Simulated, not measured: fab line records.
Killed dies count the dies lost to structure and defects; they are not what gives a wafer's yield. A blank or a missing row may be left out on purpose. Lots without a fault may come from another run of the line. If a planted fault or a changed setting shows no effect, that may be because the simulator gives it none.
Comparing a struck lot with a sound one ; flow n5_finfet ; 26 out of 1938 route steps
Sound: wafers L904.1, L904.3, L904.6. Struck: wafers L899.2, L899.5. (L899.3 of the same lot was not struck and is left out.) The cause comes at the end.
Per side, at each step with rows, come the tool, then ch with its chambers, and then its first start. Under that, the readings that differ: sound wafers ; struck wafers ; difference of the means ; sigmas: that difference in standard deviations of wafers without a fault.
alike: words and numbers the same on both sides, and readings whose means are apart by under 2 such deviations; not compared: readings that were withheld, readings missing a value for some wafer, numbers with overlapping values and no deviation given by the record, and bounds like >300 which may hide the same value.
A row with sigmas, a row that says differs or no value, or rows on one side alone: a step with any of these is where the two part. Non-overlapping numbers with no deviation appear without sigmas and do not part them. A reading that every wafer of one side lacks parts them only if that side has two wafers or more.

first, 3 steps without rows for these wafers: N5_STI_FIN_REVEAL_ALD_14 (deposits Si3N4, target thk 3 nm); N5_STI_FIN_REVEAL_FCVD_FILL_01 (material SiO2 flowable, target thk 312 nm, time 512.2 s); N5_STI_FIN_REVEAL_DENSIFY_02 (time 1800 s).
N5_STI_FIN_REVEAL_CMP_04: polishes, stops on Si3N4, t overpolish 4 s, target thk 131.83 nm.
  sound on cmp-03 ch 1,2, day 6 03:15; struck on cmp-02 ch 1,3, day 4 23:49
  alike: motor_current_A, overpolish_run_s, time_to_endpoint_s
N5_STI_FIN_REVEAL_THK_MEAS_05:
  struck on film_metro-01, day 5 00:05; sound on film_metro-01, day 6 03:32
reading;sound;struck;difference;sigmas
thk_nm (nm);130.0 129.8 130.2;133.2 133.2;+3.2;+3
after that, 1 step had no rows for these wafers: N5_STI_FIN_REVEAL_DENSIFY_30.
N5_STI_FIN_REVEAL_ETCHBACK_08: etches SiO2 in C4F6/O2, target depth 30.5 nm, time 10.167 s.
  sound on rie_diel-05 ch 0,2,3, day 6 03:47; struck on rie_diel-06 ch 1,3, day 5 00:21
  alike: drypump_motor_current_A, oes_product_au, rf_vpp_V, showerhead_plenum_p_Torr, throttle_valve_pct
  not compared: rf_hours_counter_h
N5_STI_FIN_REVEAL_STRIP_24: strips in N2/H2, time 90 s.
  sound on rie_diel-05 ch 0,2,3, day 6 03:49; struck on rie_diel-06 ch 1,3, day 5 00:23
  alike: drypump_motor_current_A, oes_product_au, rf_vpp_V, showerhead_plenum_p_Torr, throttle_valve_pct
  not compared: rf_hours_counter_h
then, 4 steps without rows for these wafers: N5_STI_FIN_REVEAL_PRECLEAN_25 (cleans in SPM, time 90 s); N5_STI_FIN_REVEAL_PRECLEAN_26 (cleans in SC1, time 45 s); N5_STI_FIN_REVEAL_PRECLEAN_29 (cleans in DHF, time 30 s); N5_STI_FIN_REVEAL_SRD_12 (time 30 s).
N5_STI_FIN_REVEAL_RECESS_09: chemistry HF/NH3, target SiO2, afs cycles 11, target depth 42.5 nm, sublimation time 60 s.
  sound on vapor_etch-01 ch 0,1, day 6 04:02; struck on vapor_etch-02 ch 1, day 5 00:37
reading;sound;struck;difference;sigmas
temp_c (C);29.99 29.94 29.94;27.59 27.74;-2.29;-21
  alike: drypump_motor_current_A
then, 3 steps without rows for these wafers: N5_STI_FIN_REVEAL_STRIP_16 (strips SiNx in H3PO4, target depth 23.8 nm); N5_STI_FIN_REVEAL_PRECLEAN_17 (cleans in NF3:NH3, afs cycles 1, time 20 s, sublimation time 60 s); N5_STI_FIN_REVEAL_ETCH_34 (etches Si in H2, material Si, target depth 0.97 nm).
N5_STI_FIN_REVEAL_OXIDATION_31: chemistry O2 PLASMA REMOTE, time 20 s.
  sound on plasma_asher-02 ch 0,1, day 6 06:11; struck on plasma_asher-02 ch 0,1, day 5 02:46
  alike: drypump_motor_current_A, heater_power_w
  not compared: rf_hours_counter_h
then, 3 steps without rows for these wafers: N5_STI_FIN_REVEAL_PRECLEAN_32 (cleans in NF3:NH3, afs cycles 1, time 20 s, sublimation time 60 s); N5_STI_FIN_REVEAL_STRIP_35 (strips Si3N4 in H3PO4, target depth 4 nm, time 39 s); N5_STI_FIN_REVEAL_SRD_21 (time 30 s).
N5_STI_FIN_REVEAL_OXIDATION_33: chemistry O2 PLASMA REMOTE, time 20 s.
  sound on plasma_asher-01 ch 0,1, day 6 06:32; struck on plasma_asher-01 ch 0,1, day 5 03:07
  alike: drypump_motor_current_A, heater_power_w
  not compared: rf_hours_counter_h
then, 2 steps without rows for these wafers: N5_STI_FIN_REVEAL_CLEAN_19 (cleans in O3/DIW, time 120 s); N5_STI_FIN_REVEAL_SRD_23 (time 30 s).
N5_STI_FIN_REVEAL_CD_MEAS_22: target cd 6.238 nm, pitch 28 nm.
  struck on cd_sem-02, day 5 03:17; sound on cd_sem-03, day 6 06:42
  alike: cd_nm
N5_STI_FIN_REVEAL_FIN_H_MEAS_10:
  struck on ocd-01, day 5 03:19; sound on ocd-02, day 6 06:44
reading;sound;struck;difference;sigmas
trench_depth_nm (nm);50.6 51.3 51.3;55.1 55.3;+4.1;+6
then, 1 step without rows for these wafers: N5_STI_FIN_REVEAL_PRECLEAN_18 (cleans in SC2, time 45 s).

WHERE THEY PART
Earliest at N5_STI_FIN_REVEAL_THK_MEAS_05; latest, in this record, at N5_STI_FIN_REVEAL_FIN_H_MEAS_10.

WHY: whatever the simulator had introduced
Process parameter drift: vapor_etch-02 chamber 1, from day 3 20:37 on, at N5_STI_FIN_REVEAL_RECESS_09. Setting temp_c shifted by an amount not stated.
